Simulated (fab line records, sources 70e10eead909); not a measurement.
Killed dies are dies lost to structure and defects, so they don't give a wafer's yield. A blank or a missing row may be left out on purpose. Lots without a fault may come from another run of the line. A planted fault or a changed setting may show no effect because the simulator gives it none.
fab line records | flow nand_harc
record lots=7 wafers=21 last_day=27
route steps=1159 shown P_STI@78 END@1159
lots that met no fault: from a run of the same line without faults
start_h: hours from the record's first day to the start of the lot's first wafer shown | wait_h: hours since the lot's step before | " the same as in the row above | L1.1+2: a row that stands for several wafers | - no value, or no start given | * or withheld: withheld | < > ~ a bound
route shown NAME@n: a module of which the file shows steps, and the number in the route of the first | usual: mean/standard deviation of fault-free wafers | same: alike in all rows | chamber/n: place in a boat | sites: the reading at each site | _std_site: their standard deviation | _edge_site: outer sites' mean less inner sites' | radius_mm: how far each site lies from the wafer's centre | mask NAME#n: copy n | behind: the tool/chamber that last shaped the wafer | hold: why the lot was held/for how many hours/how that ended | device: the transistor (n, p or np) that didn't switch | end of line: the same wafers' tests at the end of the route | a step without rows: its recipe alone | killed: dies lost to structure and defects at the first sort, not the wafer's yield | map: a wafer's dies, x killed, . not, _ none there
set.NAME: the setting as run; set.NAME@STEP: as run at that earlier step | model.NAME: the simulator's own value behind a step, which no gauge read
lots at some steps of the route; a table a step, a row a wafer
services: from which hour (start_h, from the record's first day; less than 0 if before it) a tool's chamber was out of use, for how many hours, and why
## steps
# step NHARC_P_STI_SOFTBAKE_04
# recipe temp_c=125 time_s=70
# step NHARC_P_STI_EBR_05
# step NHARC_P_STI_EXPOSE_06
# recipe na=0.55 target_cd_nm=200 dose_mj=37.69 mask_id=P_STI
# step NHARC_P_STI_PEB_07
# recipe peb_temp_c=128 peb_time_s=80
# step NHARC_P_STI_DEVELOP_08
# recipe time_s=50 dev_temp_c=22
# step NHARC_P_STI_CD_MEAS_09
# recipe target_cd_nm=200 landing_energy_ev=500
# usual cd_nm=200.6/2.5
# columns lot.wafer tool chamber start_h wait_h cd_nm
L718.3 cd_sem-02 0 40.98 - 200.9
L718.4 " 0 " " 202.9
L718.6 " 0 " " 197.8
L730.3 cd_sem-01 0 109.87 - 204.8
L730.4 " 0 " " 199.1
L730.5 " 0 " " 202.5
L729.2 cd_sem-02 0 110.03 - 197.9
L729.4 " 0 " " 196.7
L729.6 " 0 " " 197.0
L731.3 cd_sem-01 0 119.02 - 202.4
L731.5 " 0 " " 196.7
L731.6 " 0 " " 198.5
L732.1 cd_sem-01 0 125.15 - 198.3
L732.3 " 0 " " 201.1
L732.6 " 0 " " 199.5
L736.3 cd_sem-01 0 148.88 - 203.7
L736.4 " 0 " " 203.1
L736.5 " 0 " " 205.4
L737.2 cd_sem-03 0 157.04 - 200.9
L737.4 " 0 " " 201.8
L737.5 " 0 " " 203.3
# step NHARC_P_STI_OVL_MEAS_10
# usual overlay_x_nm=1/6.1 overlay_y_nm=1/4.9
# columns lot.wafer tool chamber start_h wait_h overlay_x_nm overlay_y_nm
L718.3 overlay-02 - 41.06 - -3 -2
L718.4 " - " " -3 -2
L718.6 " - " " -4 -2
L730.3 overlay-01 - 109.95 - -1 6
L730.4 " - " " -2 6
L730.5 " - " " -2 6
L729.2 overlay-01 - 110.12 - -11 4
L729.4 " - " " -11 5
L729.6 " - " " -11 4
L731.3 overlay-01 - 119.11 - 3 4
L731.5 " - " " 3 4
L731.6 " - " " 3 4
L732.1 overlay-01 - 125.24 - 11 -1
L732.3 " - " " 11 -1
L732.6 " - " " 11 -1
L736.3 overlay-01 - 148.97 - 0 8
L736.4 " - " " 0 8
L736.5 " - " " 0 8
L737.2 overlay-02 - 157.12 - -4 -2
L737.4 " - " " -3 -2
L737.5 " - " " -3 -2
# step NHARC_P_STI_INSPECT_11
# usual raw_defect_count=5.2/2.6
# columns lot.wafer tool chamber start_h wait_h raw_defect_count
L718.3 defect_inspect-01 - 41.10 0.0 3
L718.4 " - " " 4
L718.6 " - " " 4
L730.3 defect_inspect-02 - 109.99 0.0 5
L730.4 " - " " 0
L730.5 " - " " 7
L729.2 defect_inspect-02 - 110.15 0.0 7
L729.4 " - " " 1
L729.6 " - " " 2
L731.3 defect_inspect-01 - 119.15 0.0 1
L731.5 " - " " 3
L731.6 " - " " 4
L732.1 defect_inspect-01 - 125.28 0.0 5
L732.3 " - " " 2
L732.6 " - " " 8
L736.3 defect_inspect-01 - 149.01 0.0 8
L736.4 " - " " 6
L736.5 " - " " 3
L737.2 defect_inspect-02 - 157.16 0.0 5
L737.4 " - " " 12
L737.5 " - " " 6
# step NHARC_P_STI_HARDBAKE_13
# recipe temp_c=118 time_s=65
# step NHARC_P_STI_DESCUM_14
# recipe time_s=3 o2_flow_sccm=200 ar_flow_sccm=0 bias_power_w=0 chemistry=O2
# usual drypump_motor_current_A=5.6/0.58 o2_flow_sccm=200.0/0.56 oes_product_au=0.999/0.01 rf_vpp_V=57.9/0.92 showerhead_plenum_p_Torr=1.92/0.11 throttle_valve_pct=11.312/0.0093
# columns lot.wafer tool chamber start_h wait_h drypump_motor_current_A o2_flow_sccm oes_product_au rf_hours_counter_h rf_vpp_V showerhead_plenum_p_Torr throttle_valve_pct
L718.3 rie_diel-07 3 41.23 - 6.2 199.5 1.004 3.4 59.0 2.05 11.302
L718.4 " 2 " " 5.2 198.9 0.988 4.7 58.4 2.02 11.312
L718.6 " 0 " " 5.0 199.5 1.007 - 59.3 1.98 11.325
L730.3 rie_diel-13 2 110.13 - 5.7 200.4 0.997 0 56.9 2.05 11.322
L730.4 " 0 " " 6.2 200.3 1.002 0 56.9 1.79 11.323
L730.5 " 3 " " 6.4 199.4 1.006 - 57.4 1.79 11.321
L729.2 rie_diel-07 3 110.30 - 6.2 199.3 1.005 1.0 59.8 2.05 11.301
L729.4 " 1 " " 5.3 200.2 0.999 1.1 58.5 1.96 11.306
L729.6 " 3 " " 6.3 199.6 0.991 - 57.9 2.05 11.298
L731.3 rie_diel-13 2 119.29 - 5.7 200.1 0.996 0.2 59.1 2.05 11.293
L731.6 " 1 " " 5.1 199.7 0.989 - 58.5 1.81 11.302
L731.5 " 2 " " 5.7 201.0 1.004 - 57.5 2.05 11.308
L732.3 rie_diel-13 2 125.42 - 5.7 200.4 0.998 0.2 59.3 2.05 11.321
L732.1 " 3 " " 6.4 199.6 1.006 0.3 56.6 1.79 11.306
L732.6 " 2 " " 5.7 200.6 1.009 - 59.5 2.05 11.325
L736.4 rie_diel-07 2 149.15 - 5.3 200.0 0.984 1.8 58.0 2.01 11.306
L736.3 " 3 " " 6.2 200.3 1.013 1.9 58.5 2.05 11.311
L736.5 " 2 " " 5.2 200.5 0.980 - 57.5 2.02 11.319
L737.2 rie_diel-13 0 157.31 - 6.3 199.7 0.982 0.9 56.7 1.79 11.295
L737.4 " 1 " " 5.1 201.0 0.985 - 56.3 1.81 11.310
L737.5 " 0 " " 6.3 199.3 0.992 - 57.1 1.79 11.305
# step NHARC_P_STI_ETCH_42
# recipe target_depth_a=800 overetch_a=240 time_s=61 ion_energy_ev=200 n2_flow_sccm=150 h2_flow_sccm=150 ar_flow_sccm=0 rf_w=400 bias_w=150 chemistry=N2/H2
# usual bias_w=150.1/0.44 chamber_pressure_mTorr=30.00/0.03 drypump_motor_current_A=5.6/0.57 n2_flow_sccm=150.1/0.5 oes_product_au=0.999/0.0086 rf_vpp_V=431/3.3 showerhead_plenum_p_Torr=2.04/0.12 throttle_valve_pct=14.171/0.0086
# columns lot.wafer tool chamber start_h wait_h bias_w chamber_pressure_mTorr drypump_motor_current_A n2_flow_sccm oes_product_au rf_hours_counter_h rf_vpp_V showerhead_plenum_p_Torr throttle_valve_pct
L718.3 rie_diel-07 2 41.32 0.1 150.0 30.03 5.2 149.4 0.993 4.7 433 2.15 14.176
L718.4 " 0 " " 149.7 30.00 5.0 149.6 0.994 4.9 432 2.11 14.174
L718.6 " 1 " " 149.5 30.01 5.3 150.1 1.009 - 432 2.09 14.172
L730.4 rie_diel-13 1 110.22 0.1 149.6 29.97 5.1 149.7 0.999 0.0 426 1.93 14.186
L730.3 " 2 " " 150.5 30.00 5.7 150.0 0.993 0.0 435 2.19 14.177
L730.5 " 1 " " 149.9 30.00 5.1 150.0 0.994 - 428 1.93 14.148
L729.4 rie_diel-07 0 110.38 0.1 150.1 30.03 5.0 150.5 0.995 1.0 432 2.11 14.163
L729.2 " 2 " " 150.2 30.04 5.2 150.6 0.979 1.1 434 2.15 14.170
L729.6 " 0 " " 149.7 30.00 5.0 150.4 0.998 - 434 2.11 14.180
L731.3 rie_diel-13 3 119.38 0.1 150.5 30.02 6.4 150.4 1.001 0.2 425 1.91 14.195
L731.5 " 0 " " 149.3 29.98 6.3 149.1 1.010 - 426 1.91 14.182
L731.6 " 1 " " 150.4 30.01 5.1 149.9 0.990 - 428 1.93 14.173
L732.1 rie_diel-13 2 125.50 0.1 150.1 29.95 5.7 149.6 1.002 0.2 435 2.19 14.156
L732.3 " 3 " " 150.2 29.98 6.5 150.4 0.996 0.3 426 1.91 14.177
L732.6 " 2 " " 150.9 30.05 5.7 150.0 0.998 - 435 2.19 14.172
L736.4 rie_diel-07 1 149.23 0.1 150.0 29.96 5.3 150.6 0.996 1.9 432 2.09 14.177
L736.3 " 3 " " 150.9 30.02 6.2 151.0 1.003 1.9 435 2.19 14.159
L736.5 " 0 " " 150.1 30.00 5.0 150.4 0.990 - 432 2.11 14.173
L737.2 rie_diel-13 1 157.40 0.1 150.8 30.01 5.1 150.0 1.006 0.9 428 1.93 14.178
L737.4 " 0 " " 149.8 29.97 6.3 150.4 1.013 - 425 1.91 14.168
L737.5 " 2 " " 150.0 30.04 5.7 149.6 1.003 - 435 2.19 14.171
# step NHARC_P_STI_ETCH_31
# recipe target_depth_a=1089 time_s=54.5 cf4_flow_sccm=100 chf3_flow_sccm=30 ar_flow_sccm=0 rf_w=500 bias_w=200 chemistry=CF4/CHF3
# usual bias_w=200.0/0.57 cf4_flow_sccm=99.98/0.26 chf3_flow_sccm=30.00/0.086 drypump_motor_current_A=5.6/0.57 oes_product_au=0.958/0.02 rf_vpp_V=370.7/2.8 showerhead_plenum_p_Torr=1.58/0.081 throttle_valve_pct=16.802/0.0096
# columns lot.wafer tool chamber start_h wait_h bias_w cf4_flow_sccm chf3_flow_sccm drypump_motor_current_A oes_product_au rf_hours_counter_h rf_vpp_V showerhead_plenum_p_Torr throttle_valve_pct
L718.3 rie_diel-07 1 - - 198.7 99.98 29.96 5.3 0.996 5.0 374.8 1.61 16.797
L718.4 " 2 " " 198.8 100.00 30.05 5.2 0.961 4.7 374.0 1.65 16.806
L718.6 " 0 " " 199.6 100.31 30.01 4.9 0.972 - 373.4 1.62 16.793
L730.4 rie_diel-13 1 - - 200.9 100.32 30.02 5.0 0.971 0.0 367.6 1.49 16.792
L730.3 " 2 " " 199.5 99.74 30.01 5.7 0.961 0.0 372.9 1.68 16.794
L730.5 " 2 " " 199.4 100.19 29.91 5.7 0.958 - 372.5 1.68 16.810
L729.4 rie_diel-07 3 - - 200.0 100.14 29.89 6.2 0.930 1.1 374.6 1.68 16.806
L729.2 " 1 " " 200.1 100.15 30.09 5.3 0.917 1.1 370.4 1.61 16.799
L729.6 " 3 " " 199.6 100.15 29.98 6.3 0.919 - 374.1 1.68 16.816
L731.3 rie_diel-13 1 - - 199.9 100.06 30.10 5.0 0.959 0.2 368.5 1.49 16.802
L731.6 " 1 " " 199.7 100.20 29.90 5.1 0.947 - 369.5 1.49 16.795
L731.5 " 2 " " 200.2 100.04 30.00 5.7 0.959 - 373.0 1.68 16.806
L732.3 rie_diel-13 1 - - 199.4 99.96 29.89 5.1 0.941 0.3 366.3 1.49 16.790
L732.1 " 2 " " 200.2 100.10 29.85 5.7 0.961 0.3 374.2 1.68 16.807
L732.6 " 3 " " 199.5 100.22 29.88 6.5 0.983 - 368.2 1.48 16.794
L736.4 rie_diel-07 2 - - 200.3 99.69 29.98 5.2 0.952 1.8 372.5 1.65 16.796
L736.3 " 3 " " 199.1 99.84 30.00 6.3 0.978 1.9 374.1 1.68 16.804
L736.5 " 2 " " 200.6 99.95 29.98 5.2 0.940 - 374.6 1.65 16.797
L737.2 rie_diel-13 1 - - 200.9 100.32 30.11 5.1 0.909 0.9 367.7 1.49 16.806
L737.4 " 2 " " 198.3 100.19 29.87 5.7 0.921 - 373.6 1.68 16.804
L737.5 " 0 " " 200.5 99.98 30.09 6.3 0.923 - 367.5 1.48 16.781
# step NHARC_P_STI_ETCH_15
# recipe target_depth_a=3000 taper_deg=4 time_s=100.1 hbr_flow_sccm=150 cl2_flow_sccm=50 rf_w=400 icp_w=400 bias_w=100 chemistry=HBr/Cl2
# usual bias_w=100.0/0.31 chamber_pressure_mTorr=14.998/0.014 drypump_motor_current_A=5.5/0.38 oes_product_au=1.001/0.0097 throttle_valve_pct=26.405/0.0099
# columns lot.wafer tool chamber start_h wait_h bias_w chamber_pressure_mTorr drypump_motor_current_A oes_product_au rf_hours_counter_h throttle_valve_pct
L718.3 rie_si-06 1 41.54 - 99.5 15.008 5.8 1.016 0.2 26.405
L718.4 " 2 " " 100.0 14.994 5.8 1.002 0.2 26.410
L718.6 " 0 " " 99.7 14.986 4.9 0.999 - 26.388
L730.3 rie_si-06 2 110.44 - 99.9 14.995 5.8 1.001 0.5 26.413
L730.4 " 3 " " 100.0 15.013 5.2 0.996 0.5 26.404
L730.5 " 0 " " 100.2 14.995 4.9 0.989 - 26.399
L729.4 rie_si-05 1 110.60 - - - - - - -
L729.2 " 2 " " - - - - - -
L729.6 " 3 " " - - - - - -
L731.3 rie_si-06 2 119.58 - - - - - - -
L731.6 " 0 " " - - - - - -
L731.5 " 1 " " - - - - - -
L732.1 rie_si-05 0 125.72 - - - - - - -
L732.3 " 1 " " - - - - - -
L732.6 " 2 " " - - - - - -
L736.3 rie_si-03 3 149.41 - 99.9 14.999 5.6 0.999 1.0 26.387
L736.4 " 2 " " 100.2 14.984 5.4 1.003 0.8 26.393
L736.5 " 0 " " 99.7 15.013 5.3 1.022 - 26.392
L737.2 rie_si-06 3 157.62 - 99.5 15.033 5.1 1.000 0.8 26.418
L737.4 " 0 " " 100.1 14.988 4.9 1.005 0.9 26.409
L737.5 " 2 " " 99.9 14.981 5.7 0.999 - 26.401
# step NHARC_P_STI_CD_MEAS_16
# usual cd_nm=199.8/2.7
# columns lot.wafer tool chamber start_h wait_h cd_nm
L718.3 cd_sem-01 - 41.68 - 202.3
L718.4 " - " " 202.1
L718.6 " - " " 198.3
L730.3 cd_sem-01 - 110.57 - 204.3
L730.4 " - " " 198.5
L730.5 " - " " 202.5
L729.2 cd_sem-01 - 110.73 - 195.6
L729.4 " - " " 195.9
L729.6 " - " " 195.1
L731.3 cd_sem-02 - 119.72 - 202.0
L731.5 " - " " 197.1
L731.6 " - " " 198.9
L732.1 cd_sem-02 - 125.85 - 198.0
L732.3 " - " " 199.5
L732.6 " - " " 198.1
L736.3 cd_sem-01 - 149.58 - 204.2
L736.4 " - " " 201.7
L736.5 " - " " 204.9
L737.2 cd_sem-03 - 157.77 - 200.6
L737.4 " - " " 200.8
L737.5 " - " " 203.2
# step NHARC_P_STI_OCD_MEAS_17
# usual trench_depth_nm=301/4 trench_foot_cd_nm=158.5/2.5
# columns lot.wafer tool chamber start_h wait_h trench_depth_nm trench_foot_cd_nm
L718.3 ocd-02 - 41.76 0.1 305 158.4
L718.4 " - " " 300 160.8
L718.6 " - " " 301 155.6
L730.3 ocd-02 - 110.66 0.1 300 162.9
L730.4 " - " " 302 157.0
L730.5 " - " " 298 160.2
L729.2 ocd-01 - 110.82 0.1 0 -
L729.4 " - " " 0 -
L729.6 " - " " 0 -
L731.3 ocd-02 - 119.81 0.1 1 -
L731.5 " - " " 0 -
L731.6 " - " " 0 -
L732.1 ocd-02 - 125.94 0.1 0 -
L732.3 " - " " 0 -
L732.6 " - " " 0 -
L736.3 ocd-02 - 149.67 0.1 302 161.5
L736.4 " - " " 304 160.3
L736.5 " - " " 309 162.4
L737.2 ocd-02 - 157.86 0.1 300 158.9
L737.4 " - " " 306 159.0
L737.5 " - " " 302 160.5
# step NHARC_P_STI_STRIP_19
# recipe time_s=900 temp_c=130 chemistry=SPM
# step NHARC_P_STI_PRECLEAN_32
# recipe time_s=* temp_c=50 bath_age_min=0 chemistry=SC1
# step NHARC_P_STI_SRD_23
# step NHARC_P_STI_OCD_MEAS_43
# usual trench_depth_nm=301/4.1 trench_foot_cd_nm=158.5/2.5
# columns lot.wafer tool chamber start_h wait_h trench_depth_nm trench_foot_cd_nm
L718.3 ocd-01 - 42.27 - 305 158.8
L718.4 " - " " 300 159.9
L718.6 " - " " 301 155.7
L730.3 ocd-02 - 111.17 - 300 163.0
L730.4 " - " " 302 157.2
L730.5 " - " " 298 160.2
L729.2 ocd-01 - 111.32 - 0 -
L729.4 " - " " 0 -
L729.6 " - " " 0 -
L731.3 ocd-01 - 120.32 - 0 -
L731.5 " - " " 0 -
L731.6 " - " " 0 -
L732.1 ocd-01 - 126.45 - 0 -
L732.3 " - " " 0 -
L732.6 " - " " 0 -
L736.3 ocd-01 - 150.17 - 302 162.0
L736.4 " - " " 304 160.4
L736.5 " - " " 309 162.3
L737.2 ocd-01 - 158.36 - 300 159.2
L737.4 " - " " 305 159.3
L737.5 " - " " 301 161.0
# step NHARC_P_STI_OXIDE_33
# recipe target_thk_a=100 temp_c=1000 ox_time_s=281 material=SiO2
# step NHARC_END_SORT_01
# recipe temp_c=25
# usual killed_at_array=29/11 killed_at_other=0.5/0.85 killed_at_periphery=3.0/2.3 killed_dies=33/12 killed_open=3.3/1.9 killed_short=2.0/1.5
# same gross_dies=677
# columns lot.wafer tool chamber start_h wait_h killed_at_array killed_at_other killed_at_periphery killed_dies killed_open killed_short
L718.3 prober-01 0 581.57 3.1 39 0 5 44 2 2
L718.4 prober-01 0 582.36 3.4 43 0 7 50 4 7
L718.6 prober-01 0 583.95 4.0 43 0 1 44 4 2
L730.3 prober-02 0 616.90 3.1 36 0 1 37 2 1
L730.4 prober-02 0 617.70 3.4 39 1 3 43 2 0
L730.5 prober-02 0 618.50 3.7 47 1 3 51 6 1
L731.3 prober-01 0 620.26 3.1 27 1 649 677 2 2
L731.5 prober-01 0 621.87 3.7 38 1 638 677 2 2
L731.6 prober-01 0 622.67 4.0 30 0 647 677 0 2
L732.1 prober-01 0 626.51 2.5 31 0 646 677 2 3
L732.3 prober-01 0 628.13 3.1 21 0 656 677 6 1
L732.6 prober-01 0 630.56 4.1 34 0 643 677 4 1
L736.3 prober-02 0 632.52 3.1 33 1 5 39 4 1
L736.4 prober-02 0 633.31 3.4 39 1 3 43 3 1
L736.5 prober-02 0 634.11 3.7 33 0 3 36 2 2
L729.2 prober-02 0 655.04 2.8 39 0 638 677 3 3
L729.4 prober-02 0 656.64 3.4 39 0 638 677 1 1
L729.6 prober-02 0 658.24 4.0 41 0 636 677 2 0
# killed by level:class
L718.3 A_CHANNEL_HOLE_D1:chamber_film_flake=20 A_SLIT:chamber_film_flake=13 A_CONTACT:chamber_film_flake=4 P_CONTACT:geometric_particle:open=1 P_M0:geometric_particle:open=1 P_M0:geometric_particle:short=1 A_WL_FILL:geometric_particle:short=1 P_STI:chamber_film_flake=1
L718.4 A_CHANNEL_HOLE_D1:chamber_film_flake=15 A_SLIT:chamber_film_flake=11 A_CONTACT:chamber_film_flake=7 A_STAIRCASE:chamber_film_flake=3 P_CONTACT:geometric_particle:short=2 P_M0:geometric_particle:open=2 A_SOURCE_PLATE:geometric_particle:short=2 P_M1:geometric_particle:short=1
L718.6 A_CHANNEL_HOLE_D1:chamber_film_flake=17 A_SLIT:chamber_film_flake=14 A_CONTACT:chamber_film_flake=5 A_ONON_D1:geometric_particle:open=1 A_CHANNEL_HOLE_D1:geometric_particle:open=1 A_CHANNEL_FILL_D1:geometric_particle:short=1 A_STAIRCASE:geometric_particle:short=1 A_SGD_CUT:geometric_particle:open=1
L730.3 A_SLIT:chamber_film_flake=19 A_CHANNEL_HOLE_D1:chamber_film_flake=11 A_CONTACT:geometric_particle:open=2 A_STAIRCASE:chamber_film_flake=2 A_CHANNEL_FILL_D1:geometric_particle:short=1 P_ZERO_WELL:chamber_film_flake=1 A_WL_FILL:chamber_film_flake=1
L730.4 A_CHANNEL_HOLE_D1:chamber_film_flake=17 A_SLIT:chamber_film_flake=10 A_CONTACT:chamber_film_flake=8 P_STI:chamber_film_flake=2 A_CHANNEL_FILL_D1:chamber_film_flake=2 P_M0:geometric_particle:open=1 A_M0:geometric_particle:open=1 A_WL_FILL:chamber_film_flake=1
L730.5 A_CHANNEL_HOLE_D1:chamber_film_flake=18 A_SLIT:chamber_film_flake=18 P_STI:chamber_film_flake=3 A_STAIRCASE:chamber_film_flake=2 A_CHANNEL_FILL_D1:geometric_particle:open=1 A_SGD_CUT:geometric_particle:short=1 A_SGD_CUT:geometric_particle:open=1 A_WL_FILL:geometric_particle:open=1
L731.3 P_STI:area_etch=646 A_SLIT:chamber_film_flake=12 A_CHANNEL_HOLE_D1:chamber_film_flake=8 A_M0:chamber_film_flake=3 P_CONTACT:geometric_particle:open=1 A_ONON_D1:geometric_particle:short=1 A_CONTACT:geometric_particle:open=1 P_ZERO_WELL:chamber_film_flake=1
L731.5 P_STI:area_etch=637 A_SLIT:chamber_film_flake=14 A_CHANNEL_HOLE_D1:chamber_film_flake=11 A_M0:chamber_film_flake=4 A_ZERO_WELL:chamber_film_flake=2 A_STAIRCASE:chamber_film_flake=2 A_CHANNEL_HOLE_D1:geometric_particle:short=1 A_WL_FILL:geometric_particle:short=1
L731.6 P_STI:area_etch=645 A_SLIT:chamber_film_flake=16 A_CHANNEL_HOLE_D1:chamber_film_flake=8 A_STAIRCASE:chamber_film_flake=2 A_WL_FILL:chamber_film_flake=2 A_CHANNEL_HOLE_D1:geometric_particle:short=1 A_WL_FILL:geometric_particle:short=1 P_STI:chamber_film_flake=1
L732.1 P_STI:area_etch=640 A_CHANNEL_HOLE_D1:chamber_film_flake=19 A_CONTACT:chamber_film_flake=6 P_CONTACT:chamber_film_flake=2 A_STAIRCASE:chamber_film_flake=2 P_STI:geometric_particle:short=1 P_GATE:geometric_particle:short=1 A_ONON_D1:geometric_particle:short=1
L732.3 P_STI:area_etch=647 A_CHANNEL_HOLE_D1:chamber_film_flake=15 P_M0:geometric_particle:open=3 A_STAIRCASE:chamber_film_flake=3 P_CONTACT:chamber_film_flake=2 A_CONTACT:chamber_film_flake=2 P_GATE:geometric_particle:open=1 P_CONTACT:geometric_particle:open=1
L732.6 P_STI:area_etch=637 A_CHANNEL_HOLE_D1:chamber_film_flake=17 A_CONTACT:chamber_film_flake=7 A_STAIRCASE:chamber_film_flake=3 P_GATE:chamber_film_flake=2 P_CONTACT:chamber_film_flake=2 A_ZERO_WELL:chamber_film_flake=2 P_CONTACT:geometric_particle:open=1
L736.3 A_CHANNEL_HOLE_D1:chamber_film_flake=15 A_CONTACT:chamber_film_flake=7 A_STAIRCASE:chamber_film_flake=6 P_GATE:geometric_particle:open=2 P_M0:chamber_film_flake=2 A_WL_FILL:chamber_film_flake=2 P_CONTACT:geometric_particle:open=1 A_CHANNEL_FILL_D1:geometric_particle:open=1
L736.4 A_CHANNEL_HOLE_D1:chamber_film_flake=27 A_STAIRCASE:chamber_film_flake=5 A_CONTACT:chamber_film_flake=3 P_M0:geometric_particle:open=1 A_WL_FILL:geometric_particle:short=1 A_M0:geometric_particle:open=1 STARTING-WAFER:geometric_particle:open=1 P_ZERO_WELL:chamber_film_flake=1
L736.5 A_CHANNEL_HOLE_D1:chamber_film_flake=20 A_STAIRCASE:chamber_film_flake=5 A_WL_FILL:chamber_film_flake=2 A_CONTACT:chamber_film_flake=2 P_CONTACT:geometric_particle:open=1 P_M0:geometric_particle:open=1 A_CHANNEL_HOLE_D1:geometric_particle:short=1 A_CHANNEL_FILL_D1:geometric_particle:short=1
L729.2 P_STI:area_etch=635 A_SLIT:chamber_film_flake=17 A_CHANNEL_HOLE_D1:chamber_film_flake=15 A_CONTACT:chamber_film_flake=3 P_GATE:geometric_particle:open=1 P_CONTACT:geometric_particle:short=1 P_M1:geometric_particle:open=1 A_CHANNEL_FILL_D1:geometric_particle:short=1
L729.4 P_STI:area_etch=636 A_SLIT:chamber_film_flake=17 A_CHANNEL_HOLE_D1:chamber_film_flake=17 A_STAIRCASE:chamber_film_flake=4 P_GATE:geometric_particle:short=1 P_GATE:geometric_particle:open=1 A_CONTACT:chamber_film_flake=1
L729.6 P_STI:area_etch=635 A_SLIT:chamber_film_flake=19 A_CHANNEL_HOLE_D1:chamber_film_flake=17 A_STAIRCASE:chamber_film_flake=3 A_ONON_D1:geometric_particle:open=2 P_CONTACT:chamber_film_flake=1
# map L729.2 (x killed, . not)
____________x____________
_________xxxxxxx_________
_______xxxxxxxxxxx_______
______xxxxxxxxxxxxx______
_____xxxxxxxxxxxxxxx_____
____xxxxxxxxxxxxxxxxx____
____xxxxxxxxxxxxxxxxx____
___xxxxxxxxxxxxxxxxxxx___
___xxxxxxxxxxxxxxxxxxx___
__xxxxxxxxxxxxxxxxxxxxx__
__xxxxxxxxxxxxxxxxxxxxx__
_xxxxxxxxxxxxxxxxxxxxxxx_
_xxxxxxxxxxxxxxxxxxxxxxx_
_xxxxxxxxxxxxxxxxxxxxxxx_
_xxxxxxxxxxxxxxxxxxxxxxx_
_xxxxxxxxxxxxxxxxxxxxxxx_
xxxxxxxxxxxxxxxxxxxxxxxxx
xxxxxxxxxxxxxxxxxxxxxxxxx
xxxxxxxxxxxxxxxxxxxxxxxxx
xxxxxxxxxxxxxxxxxxxxxxxxx
xxxxxxxxxxxxxxxxxxxxxxxxx
_xxxxxxxxxxxxxxxxxxxxxxx_
_xxxxxxxxxxxxxxxxxxxxxxx_
_xxxxxxxxxxxxxxxxxxxxxxx_
_xxxxxxxxxxxxxxxxxxxxxxx_
_xxxxxxxxxxxxxxxxxxxxxxx_
__xxxxxxxxxxxxxxxxxxxxx__
__xxxxxxxxxxxxxxxxxxxxx__
___xxxxxxxxxxxxxxxxxxx___
___xxxxxxxxxxxxxxxxxxx___
____xxxxxxxxxxxxxxxxx____
____xxxxxxxxxxxxxxxxx____
_____xxxxxxxxxxxxxxx_____
______xxxxxxxxxxxxx______
_______xxxxxxxxxxx_______
_________xxxxxxx_________
____________x____________
# map L731.3 (x killed, . not)
____________x____________
_________xxxxxxx_________
_______xxxxxxxxxxx_______
______xxxxxxxxxxxxx______
_____xxxxxxxxxxxxxxx_____
____xxxxxxxxxxxxxxxxx____
____xxxxxxxxxxxxxxxxx____
___xxxxxxxxxxxxxxxxxxx___
___xxxxxxxxxxxxxxxxxxx___
__xxxxxxxxxxxxxxxxxxxxx__
__xxxxxxxxxxxxxxxxxxxxx__
_xxxxxxxxxxxxxxxxxxxxxxx_
_xxxxxxxxxxxxxxxxxxxxxxx_
_xxxxxxxxxxxxxxxxxxxxxxx_
_xxxxxxxxxxxxxxxxxxxxxxx_
_xxxxxxxxxxxxxxxxxxxxxxx_
xxxxxxxxxxxxxxxxxxxxxxxxx
xxxxxxxxxxxxxxxxxxxxxxxxx
xxxxxxxxxxxxxxxxxxxxxxxxx
xxxxxxxxxxxxxxxxxxxxxxxxx
xxxxxxxxxxxxxxxxxxxxxxxxx
_xxxxxxxxxxxxxxxxxxxxxxx_
_xxxxxxxxxxxxxxxxxxxxxxx_
_xxxxxxxxxxxxxxxxxxxxxxx_
_xxxxxxxxxxxxxxxxxxxxxxx_
_xxxxxxxxxxxxxxxxxxxxxxx_
__xxxxxxxxxxxxxxxxxxxxx__
__xxxxxxxxxxxxxxxxxxxxx__
___xxxxxxxxxxxxxxxxxxx___
___xxxxxxxxxxxxxxxxxxx___
____xxxxxxxxxxxxxxxxx____
____xxxxxxxxxxxxxxxxx____
_____xxxxxxxxxxxxxxx_____
______xxxxxxxxxxxxx______
_______xxxxxxxxxxx_______
_________xxxxxxx_________
____________x____________
## services
# columns tool chamber start_h hours kind
rie_diel-13 0 29.00 - clean
rie_diel-13 1 29.00 - clean
rie_diel-13 2 29.00 - clean
rie_diel-13 3 29.00 - clean
rie_diel-13 2 29.98 10.1 repair
rie_diel-07 - 51.20 9.0 pm
rie_diel-13 0 53.50 - clean
rie_diel-13 1 53.50 - clean
rie_diel-13 2 53.50 - clean
rie_diel-13 3 53.50 - clean
rie_si-06 - 57.56 0.3 repair
rie_si-05 - 62.00 9.0 pm
rie_diel-13 0 78.00 - clean
rie_diel-13 1 78.00 - clean
rie_diel-13 2 78.00 - clean
rie_diel-13 3 78.00 - clean
rie_diel-13 - 99.00 9.0 pm
rie_diel-13 0 99.00 9.0 vent_cycle
rie_diel-13 1 99.00 9.0 vent_cycle
rie_diel-13 2 99.00 9.0 vent_cycle
rie_diel-13 3 99.00 9.0 vent_cycle
rie_si-05 - 105.05 0.3 repair
rie_diel-13 3 148.14 9.5 repair
rie_si-03 - 155.00 9.0 pm
## key
first_sign step=NHARC_P_STI_ETCH_15 reading=tool_record direction=missing
effect step=NHARC_P_STI_OCD_MEAS_17 reading=trench_depth_nm direction=down sigmas=74 usual=301 struck=0
effect step=NHARC_P_STI_OCD_MEAS_43 reading=trench_depth_nm direction=down sigmas=73 usual=301 struck=0
effect step=NHARC_END_SORT_01 reading=killed_at_periphery direction=up sigmas=99+ usual=3.0 struck=643.4
more_kills_born_at NHARC_P_STI_ETCH_15@rie_si-05=3829 NHARC_P_STI_ETCH_15@rie_si-06=1927
met_at NHARC_P_STI_ETCH_15
struck_wafers L729.2,L729.4,L729.6,L731.3,L731.5,L731.6,L732.1,L732.3,L732.6
later_rows_left_out L729.2,L729.4,L729.6,L731.3,L731.5,L731.6,L732.1,L732.3,L732.6
tester_left_out L729,L731,L732
onset_between 110.44 110.60
fault kind=skipped_step_whole tool=rie_si-05,rie_si-06 chamber=- onset_h=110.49 steps=NHARC_P_STI_ETCH_15 scope=struck_lots_only
# tester_left_out: of these lots the tester's yield and bins aren't shown, on N5 and GAA mostly nor the transistor test; their killed dies are dies lost to structure and defects alone, not to doping, threshold or leakage, so they don't give the yield
# later_rows_left_out: the simulator's readings of these wafers behind a module that went badly wrong aren't trusted and aren't shown, but for the sort
